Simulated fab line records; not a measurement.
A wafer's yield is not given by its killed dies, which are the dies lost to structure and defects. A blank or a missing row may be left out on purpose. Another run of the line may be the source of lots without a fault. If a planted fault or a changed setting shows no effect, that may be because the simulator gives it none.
fab line records :: flow n5_finfet :: part 2 of 2: steps 19 to 30 of 30
[record]
  lots = 5
  wafers = 15
  last_day = 18
route steps=1938 shown GATE_CUT@499 MOL_CONTACT_COAG@517
lots that met no fault: taken from a fault-free run of the same line
start_h: start of the lot's first displayed wafer, in hours after the record's first day :: wait_h: how many hours have passed since the lot's step before this one :: " identical to the entry in the row above :: L1.1+2: a row that stands for several wafers :: - no value, or no start given :: * or withheld: withheld :: < > ~ a bound
route shown NAME@n: names a module that has steps shown in the file, with the first one's number in the route :: usual: mean/standard deviation of fault-free wafers :: same: alike in all rows :: chamber/n: place in a boat :: sites: the reading at each site :: _std_site: how widely they spread, as a standard deviation :: _edge_site: inner sites' mean taken away from outer sites' mean :: radius_mm: for every site, how far away it sits from the centre of the wafer :: mask NAME#n: copy n :: behind: tool/chamber where the wafer was last shaped :: hold: why the lot went on hold/how many hours it stayed there/how the hold came to an end :: device: transistor that didn't switch, given as n, p or np :: end of line: the tests these same wafers got at the end of their route :: a step with no rows: only its recipe :: killed: not the wafer's yield, but the dies lost to structure and defects at the first sort :: map: a wafer's dies, x killed, . not, _ none there
set.NAME: the setting that was run; set.NAME@STEP: the one run at that earlier step :: model.NAME: the simulator's own value behind a step, which no gauge read
lots at some steps of the route; a table a step, a row a wafer
services: the hour from which a tool's chamber was out of use, counted from the record's first day as start_h (under 0 if before that day), plus the number of hours and why
[[steps]]
[step N5_MOL_CONTACT_COAG_COAT_104]
[recipe]
  resist = SiARC
  temp_c = 220
  time_s = 60
  spin_rpm = 1500
  resist_thk_nm = 12
[same]
  time_s = 60
lot.wafer: L077.2+3+6
tool: litho_track-01
chamber: 0
start_h: -
wait_h: -

lot.wafer: L090.1+4+6
tool: litho_track-01
chamber: 0
start_h: -
wait_h: -

lot.wafer: L092.1+3+6
tool: litho_track-03
chamber: 0
start_h: -
wait_h: -

lot.wafer: L096.1+3+6
tool: litho_track-02
chamber: 0
start_h: -
wait_h: -

lot.wafer: L091.1+2+6
tool: litho_track-01
chamber: 0
start_h: -
wait_h: -
[step N5_MOL_CONTACT_COAG_COAT_58]
[recipe]
  resist = underlayer
  temp_c = 205
  time_s = 60
  spin_rpm = 1500
  resist_thk_nm = 10
[same]
  time_s = 60
lot.wafer: L077.2+3+6
tool: litho_track-01
chamber: 0
start_h: -
wait_h: -

lot.wafer: L090.1+4+6
tool: litho_track-01
chamber: 0
start_h: -
wait_h: -

lot.wafer: L092.1+3+6
tool: litho_track-03
chamber: 0
start_h: -
wait_h: -

lot.wafer: L096.1+3+6
tool: litho_track-02
chamber: 0
start_h: -
wait_h: -

lot.wafer: L091.1+2+6
tool: litho_track-01
chamber: 0
start_h: -
wait_h: -
[step N5_MOL_CONTACT_COAG_COAT_02]
[recipe]
  resist = CAR-EUV
  spin_rpm = 1500
  resist_thk_nm = 30
lot.wafer: L077.2+3+6
tool: litho_track-01
chamber: 0
start_h: -
wait_h: -

lot.wafer: L090.1+4+6
tool: litho_track-01
chamber: 0
start_h: -
wait_h: -

lot.wafer: L092.1+3+6
tool: litho_track-03
chamber: 0
start_h: -
wait_h: -

lot.wafer: L096.1+3+6
tool: litho_track-02
chamber: 0
start_h: -
wait_h: -

lot.wafer: L091.1+2+6
tool: litho_track-01
chamber: 0
start_h: -
wait_h: -
[step N5_MOL_CONTACT_COAG_EBR_04]
[recipe]
  solvent = PGMEA
  ebr_width_mm = 1.5
lot.wafer: L077.2+3+6
tool: litho_track-01
chamber: 0
start_h: -
wait_h: -

lot.wafer: L090.1+4+6
tool: litho_track-01
chamber: 0
start_h: -
wait_h: -

lot.wafer: L092.1+3+6
tool: litho_track-03
chamber: 0
start_h: -
wait_h: -

lot.wafer: L096.1+3+6
tool: litho_track-02
chamber: 0
start_h: -
wait_h: -

lot.wafer: L091.1+2+6
tool: litho_track-01
chamber: 0
start_h: -
wait_h: -
[step N5_MOL_CONTACT_COAG_SOFTBAKE_03]
[recipe]
  temp_c = 110
  time_s = 60
  resist = CAR-EUV
[same]
  time_s = 60
lot.wafer: L077.2+3+6
tool: litho_track-01
chamber: 0
start_h: -
wait_h: -

lot.wafer: L090.1+4+6
tool: litho_track-01
chamber: 0
start_h: -
wait_h: -

lot.wafer: L092.1+3+6
tool: litho_track-03
chamber: 0
start_h: -
wait_h: -

lot.wafer: L096.1+3+6
tool: litho_track-02
chamber: 0
start_h: -
wait_h: -

lot.wafer: L091.1+2+6
tool: litho_track-01
chamber: 0
start_h: -
wait_h: -
[step N5_MOL_CONTACT_COAG_EXPOSE_05]
[recipe]
  mask_id = CA
  na = 0.33
  source_shape = annular
  sigma_inner = 0.4
  sigma_outer = 0.8
  polarization = unpolarized
  defocus_nm = 0
  dose_mj = 38.25
[same]
  na = 0.33
lot.wafer: L077.2+3+6
tool: euv_scanner-02
chamber: 0
start_h: 106.69
wait_h: -
mask: CA#0

lot.wafer: L090.1+4+6
tool: euv_scanner-02
chamber: 0
start_h: 184.80
wait_h: -
mask: CA#0

lot.wafer: L092.1+3+6
tool: euv_scanner-01
chamber: 0
start_h: 198.30
wait_h: -
mask: CA#0

lot.wafer: L096.1+3+6
tool: euv_scanner-01
chamber: 0
start_h: 222.28
wait_h: -
mask: CA#0

lot.wafer: L091.1+2+6
tool: euv_scanner-02
chamber: 0
start_h: 228.18
wait_h: -
mask: CA#0
[step N5_MOL_CONTACT_COAG_PEB_06]
[recipe]
  peb_temp_c = 100
  peb_time_s = 60
  resist = CAR-EUV
lot.wafer: L077.2+3+6
tool: litho_track-01
chamber: 0
start_h: 106.75
wait_h: 0.0

lot.wafer: L090.1+4+6
tool: litho_track-01
chamber: 0
start_h: 184.86
wait_h: 0.1

lot.wafer: L092.1+3+6
tool: litho_track-03
chamber: 0
start_h: 198.36
wait_h: 0.1

lot.wafer: L096.1+3+6
tool: litho_track-01
chamber: 0
start_h: 222.34
wait_h: 0.1

lot.wafer: L091.1+2+6
tool: litho_track-03
chamber: 0
start_h: 228.25
wait_h: 0.1
[step N5_MOL_CONTACT_COAG_DEVELOP_07]
[recipe]
  develop_time_s = 30
  developer = TMAH
  resist = CAR-EUV
  rinse_liquid = surfactant_rinse
  dry = air_spin
  dev_temp_c = 23
[same]
  develop_time_s = 30
lot.wafer: L077.2+3+6
tool: litho_track-01
chamber: 0
start_h: -
wait_h: -

lot.wafer: L090.1+4+6
tool: litho_track-01
chamber: 0
start_h: -
wait_h: -

lot.wafer: L092.1+3+6
tool: litho_track-03
chamber: 0
start_h: -
wait_h: -

lot.wafer: L096.1+3+6
tool: litho_track-01
chamber: 0
start_h: -
wait_h: -

lot.wafer: L091.1+2+6
tool: litho_track-03
chamber: 0
start_h: -
wait_h: -
[step N5_MOL_CONTACT_COAG_CD_MEAS_08]
[recipe]
  target_cd_nm = 28
  landing_energy_ev = 500
  detector = se_inlens
  polarity = opening
[usual]
  cd_nm = 27.95/0.25
[same]
  landing_energy_ev = 500
lot.wafer: L077.2
tool: cd_sem-03
chamber: 0
start_h: 106.82
wait_h: -
cd_nm: 27.76

lot.wafer: L077.3
tool: cd_sem-03
chamber: 0
start_h: 106.82
wait_h: -
cd_nm: 27.99

lot.wafer: L077.6
tool: cd_sem-03
chamber: 0
start_h: 106.82
wait_h: -
cd_nm: 28.02

lot.wafer: L090.1
tool: cd_sem-02
chamber: 0
start_h: 184.93
wait_h: -
cd_nm: 28.22

lot.wafer: L090.4
tool: cd_sem-02
chamber: 0
start_h: 184.93
wait_h: -
cd_nm: 27.73

lot.wafer: L090.6
tool: cd_sem-02
chamber: 0
start_h: 184.93
wait_h: -
cd_nm: 28.13

lot.wafer: L092.1
tool: cd_sem-01
chamber: 0
start_h: 198.43
wait_h: -
cd_nm: 28.17

lot.wafer: L092.3
tool: cd_sem-01
chamber: 0
start_h: 198.43
wait_h: -
cd_nm: 27.69

lot.wafer: L092.6
tool: cd_sem-01
chamber: 0
start_h: 198.43
wait_h: -
cd_nm: 27.85

lot.wafer: L096.1
tool: cd_sem-01
chamber: 0
start_h: 222.41
wait_h: -
cd_nm: 27.91

lot.wafer: L096.3
tool: cd_sem-01
chamber: 0
start_h: 222.41
wait_h: -
cd_nm: 28.07

lot.wafer: L096.6
tool: cd_sem-01
chamber: 0
start_h: 222.41
wait_h: -
cd_nm: 28.16

lot.wafer: L091.1
tool: cd_sem-03
chamber: 0
start_h: 228.31
wait_h: -
cd_nm: 27.87

lot.wafer: L091.2
tool: cd_sem-03
chamber: 0
start_h: 228.31
wait_h: -
cd_nm: 28.01

lot.wafer: L091.6
tool: cd_sem-03
chamber: 0
start_h: 228.31
wait_h: -
cd_nm: 28.35
[step N5_MOL_CONTACT_COAG_OVL_MEAS_09]
[recipe]
  points_per_wafer = 522
[usual]
  CA_OVL = 0.3/0.69
lot.wafer: L077.2
tool: overlay-01
chamber: 0
start_h: 106.85
wait_h: 0.0
CA_OVL[nm]: 0.2

lot.wafer: L077.3
tool: overlay-01
chamber: 0
start_h: 106.85
wait_h: 0.0
CA_OVL[nm]: 0.6

lot.wafer: L077.6
tool: overlay-01
chamber: 0
start_h: 106.85
wait_h: 0.0
CA_OVL[nm]: 0.3

lot.wafer: L090.1
tool: overlay-02
chamber: 0
start_h: 184.96
wait_h: 0.0
CA_OVL[nm]: 1.1

lot.wafer: L090.4
tool: overlay-02
chamber: 0
start_h: 184.96
wait_h: 0.0
CA_OVL[nm]: 0.2

lot.wafer: L090.6
tool: overlay-02
chamber: 0
start_h: 184.96
wait_h: 0.0
CA_OVL[nm]: 0.3

lot.wafer: L092.1
tool: overlay-01
chamber: 0
start_h: 198.46
wait_h: 0.0
CA_OVL[nm]: 1.5

lot.wafer: L092.3
tool: overlay-01
chamber: 0
start_h: 198.46
wait_h: 0.0
CA_OVL[nm]: 1.5

lot.wafer: L092.6
tool: overlay-01
chamber: 0
start_h: 198.46
wait_h: 0.0
CA_OVL[nm]: 1.6

lot.wafer: L096.1
tool: overlay-02
chamber: 0
start_h: 222.44
wait_h: 0.0
CA_OVL[nm]: 0.6

lot.wafer: L096.3
tool: overlay-02
chamber: 0
start_h: 222.44
wait_h: 0.0
CA_OVL[nm]: 0.5

lot.wafer: L096.6
tool: overlay-02
chamber: 0
start_h: 222.44
wait_h: 0.0
CA_OVL[nm]: 0.6

lot.wafer: L091.1
tool: overlay-01
chamber: 0
start_h: 228.34
wait_h: 0.0
CA_OVL[nm]: 0.2

lot.wafer: L091.2
tool: overlay-01
chamber: 0
start_h: 228.34
wait_h: 0.0
CA_OVL[nm]: -0.3

lot.wafer: L091.6
tool: overlay-01
chamber: 0
start_h: 228.34
wait_h: 0.0
CA_OVL[nm]: 0.1
[step N5_MOL_CONTACT_COAG_INSPECT_10]
[recipe]
  mode = adi
  inspect_instrument = brightfield
[usual]
  raw_defect_count = 71/28
lot.wafer: L077.2
tool: defect_inspect-01
chamber: -
start_h: 106.91
wait_h: 0.0
raw_defect_count: 65

lot.wafer: L077.3
tool: defect_inspect-01
chamber: -
start_h: 106.91
wait_h: 0.0
raw_defect_count: 42

lot.wafer: L077.6
tool: defect_inspect-01
chamber: -
start_h: 106.91
wait_h: 0.0
raw_defect_count: 45

lot.wafer: L090.1
tool: defect_inspect-01
chamber: -
start_h: 185.02
wait_h: 0.1
raw_defect_count: 79

lot.wafer: L090.4
tool: defect_inspect-01
chamber: -
start_h: 185.02
wait_h: 0.1
raw_defect_count: 119

lot.wafer: L090.6
tool: defect_inspect-01
chamber: -
start_h: 185.02
wait_h: 0.1
raw_defect_count: 71

lot.wafer: L092.1
tool: defect_inspect-02
chamber: -
start_h: 198.52
wait_h: 0.1
raw_defect_count: 101

lot.wafer: L092.3
tool: defect_inspect-02
chamber: -
start_h: 198.52
wait_h: 0.1
raw_defect_count: 117

lot.wafer: L092.6
tool: defect_inspect-02
chamber: -
start_h: 198.52
wait_h: 0.1
raw_defect_count: 38

lot.wafer: L096.1
tool: defect_inspect-01
chamber: -
start_h: 222.50
wait_h: 0.1
raw_defect_count: 44

lot.wafer: L096.3
tool: defect_inspect-01
chamber: -
start_h: 222.50
wait_h: 0.1
raw_defect_count: 52

lot.wafer: L096.6
tool: defect_inspect-01
chamber: -
start_h: 222.50
wait_h: 0.1
raw_defect_count: 41

lot.wafer: L091.1
tool: defect_inspect-01
chamber: -
start_h: 228.40
wait_h: 0.1
raw_defect_count: 74

lot.wafer: L091.2
tool: defect_inspect-01
chamber: -
start_h: 228.40
wait_h: 0.1
raw_defect_count: 86

lot.wafer: L091.6
tool: defect_inspect-01
chamber: -
start_h: 228.40
wait_h: 0.1
raw_defect_count: 70
[step N5_MOL_CONTACT_COAG_DESCUM_13]
[recipe]
  chemistry = O2
  time_s = 7
  source_power_w = 50
  bias_power_w = 20
  pressure_mtorr = 20
  rf_frequency_hz = 2.712e+07
  temp_c = 40
  resist = CAR-EUV
  o2_flow_sccm = 225
[usual]
  chamber_pressure_mTorr = 20.001/0.019
  drypump_motor_current_A = 5.9/0.45
  oes_product_au = 0.78/0.077
  rf_vpp_V = 243.5/1.1
  showerhead_plenum_p_Torr = 2.11/0.054
  throttle_valve_pct = 20.48/0.24
[same]
  time_s = 7
lot.wafer: L077.2
tool: rie_diel-02
chamber: 2
start_h: 107.19
wait_h: 0.3
chamber_pressure_mTorr: 19.981
drypump_motor_current_A: 6.6
oes_product_au: 0.76
rf_hours_counter_h: 151
rf_vpp_V: 245.8
showerhead_plenum_p_Torr: 2.19
throttle_valve_pct: 20.78

lot.wafer: L077.3
tool: rie_diel-02
chamber: 1
start_h: 107.19
wait_h: 0.3
chamber_pressure_mTorr: 20.033
drypump_motor_current_A: 5.9
oes_product_au: 0.78
rf_hours_counter_h: 133
rf_vpp_V: 243.7
showerhead_plenum_p_Torr: 2.10
throttle_valve_pct: 20.57

lot.wafer: L077.6
tool: rie_diel-02
chamber: 3
start_h: 107.19
wait_h: 0.3
chamber_pressure_mTorr: 19.980
drypump_motor_current_A: 5.3
oes_product_au: 0.72
rf_hours_counter_h: -
rf_vpp_V: 243.7
showerhead_plenum_p_Torr: 2.10
throttle_valve_pct: 20.31

lot.wafer: L090.1
tool: rie_diel-04
chamber: 2
start_h: 185.65
wait_h: 0.6
chamber_pressure_mTorr: 19.995
drypump_motor_current_A: 6.0
oes_product_au: 0.79
rf_hours_counter_h: 100
rf_vpp_V: 244.0
showerhead_plenum_p_Torr: 2.10
throttle_valve_pct: 20.07

lot.wafer: L090.4
tool: rie_diel-04
chamber: 1
start_h: 185.65
wait_h: 0.6
chamber_pressure_mTorr: 20.023
drypump_motor_current_A: 5.5
oes_product_au: 0.82
rf_hours_counter_h: -
rf_vpp_V: 242.7
showerhead_plenum_p_Torr: 2.10
throttle_valve_pct: 20.55

lot.wafer: L090.6
tool: rie_diel-04
chamber: 0
start_h: 185.65
wait_h: 0.6
chamber_pressure_mTorr: 20.023
drypump_motor_current_A: 5.3
oes_product_au: 0.70
rf_hours_counter_h: -
rf_vpp_V: 242.4
showerhead_plenum_p_Torr: 2.06
throttle_valve_pct: 20.37

lot.wafer: L092.1
tool: rie_diel-02
chamber: 1
start_h: 198.66
wait_h: 0.1
chamber_pressure_mTorr: 19.989
drypump_motor_current_A: 5.8
oes_product_au: 0.76
rf_hours_counter_h: 157
rf_vpp_V: 243.7
showerhead_plenum_p_Torr: 2.09
throttle_valve_pct: 20.59

lot.wafer: L092.3
tool: rie_diel-02
chamber: 0
start_h: 198.66
wait_h: 0.1
chamber_pressure_mTorr: 20.015
drypump_motor_current_A: 6.2
oes_product_au: 0.89
rf_hours_counter_h: 27
rf_vpp_V: 245.6
showerhead_plenum_p_Torr: 2.14
throttle_valve_pct: 20.36

lot.wafer: L092.6
tool: rie_diel-02
chamber: 1
start_h: 198.66
wait_h: 0.1
chamber_pressure_mTorr: 19.986
drypump_motor_current_A: 5.8
oes_product_au: 0.77
rf_hours_counter_h: -
rf_vpp_V: 242.7
showerhead_plenum_p_Torr: 2.09
throttle_valve_pct: 20.58

lot.wafer: L096.1
tool: rie_diel-04
chamber: 3
start_h: 222.74
wait_h: 0.2
chamber_pressure_mTorr: 20.002
drypump_motor_current_A: 5.6
oes_product_au: 0.98
rf_hours_counter_h: 6
rf_vpp_V: 245.6
showerhead_plenum_p_Torr: 2.15
throttle_valve_pct: 20.58

lot.wafer: L096.3
tool: rie_diel-04
chamber: 2
start_h: 222.74
wait_h: 0.2
chamber_pressure_mTorr: 20.003
drypump_motor_current_A: 6.0
oes_product_au: 0.78
rf_hours_counter_h: 117
rf_vpp_V: 243.3
showerhead_plenum_p_Torr: 2.09
throttle_valve_pct: 20.08

lot.wafer: L096.6
tool: rie_diel-04
chamber: 3
start_h: 222.74
wait_h: 0.2
chamber_pressure_mTorr: 19.996
drypump_motor_current_A: 5.6
oes_product_au: 0.98
rf_hours_counter_h: -
rf_vpp_V: 243.9
showerhead_plenum_p_Torr: 2.15
throttle_valve_pct: 20.59

lot.wafer: L091.1
tool: rie_diel-02
chamber: 3
start_h: 228.44
wait_h: 0.0
chamber_pressure_mTorr: 20.006
drypump_motor_current_A: 5.2
oes_product_au: 0.70
rf_hours_counter_h: 209
rf_vpp_V: 242.6
showerhead_plenum_p_Torr: 2.09
throttle_valve_pct: 20.36

lot.wafer: L091.2
tool: rie_diel-02
chamber: 2
start_h: 228.44
wait_h: 0.0
chamber_pressure_mTorr: 20.004
drypump_motor_current_A: 6.6
oes_product_au: 0.74
rf_hours_counter_h: 188
rf_vpp_V: 244.0
showerhead_plenum_p_Torr: 2.18
throttle_valve_pct: 20.85

lot.wafer: L091.6
tool: rie_diel-02
chamber: 3
start_h: 228.44
wait_h: 0.0
chamber_pressure_mTorr: 19.997
drypump_motor_current_A: 5.2
oes_product_au: 0.71
rf_hours_counter_h: -
rf_vpp_V: 242.0
showerhead_plenum_p_Torr: 2.09
throttle_valve_pct: 20.34
[[services]]
tool: cmp-02
chamber: -
start_h: 80.93
hours: 1.7
kind: repair

tool: plasma_asher-01
chamber: -
start_h: 81.45
hours: 1.4
kind: repair

tool: cmp-03
chamber: -
start_h: 84.15
hours: 0.6
kind: repair

tool: rie_metal-02
chamber: -
start_h: 85.09
hours: 0.1
kind: repair

tool: cmp-01
chamber: -
start_h: 86.37
hours: 2.5
kind: repair

tool: euv_scanner-02
chamber: -
start_h: 92.80
hours: 5.8
kind: pm

tool: euv_scanner-02
chamber: -
start_h: 103.18
hours: 0.4
kind: repair

tool: euv_scanner-02
chamber: -
start_h: 110.87
hours: 1.0
kind: pm

tool: rie_diel-03
chamber: 1
start_h: 111.25
hours: 11.3
kind: repair

tool: plasma_asher-01
chamber: -
start_h: 131.10
hours: 4.4
kind: repair

tool: cmp-02
chamber: -
start_h: 131.67
hours: 0.6
kind: repair

tool: cmp-03
chamber: -
start_h: 147.38
hours: 4.0
kind: pm

tool: rie_diel-03
chamber: 1
start_h: 156.24
hours: 7.0
kind: repair

tool: rie_diel-03
chamber: 2
start_h: 158.64
hours: 5.7
kind: repair

tool: rie_diel-02
chamber: 2
start_h: 165.11
hours: 1.6
kind: repair

tool: rie_metal-02
chamber: 0
start_h: 166.26
hours: 7.7
kind: repair

tool: euv_scanner-02
chamber: -
start_h: 167.02
hours: 1.0
kind: pm

tool: rie_diel-02
chamber: 1
start_h: 169.68
hours: 5.5
kind: repair

tool: rie_diel-02
chamber: -
start_h: 176.27
hours: 14.6
kind: pm

tool: plasma_asher-01
chamber: -
start_h: 177.47
hours: 2.0
kind: repair

tool: cmp-01
chamber: -
start_h: 182.90
hours: 1.0
kind: repair

tool: cmp-01
chamber: -
start_h: 190.13
hours: 0.5
kind: repair

tool: rie_metal-02
chamber: 1
start_h: 198.86
hours: 9.7
kind: repair

tool: cmp-01
chamber: -
start_h: 215.26
hours: 4.0
kind: pm
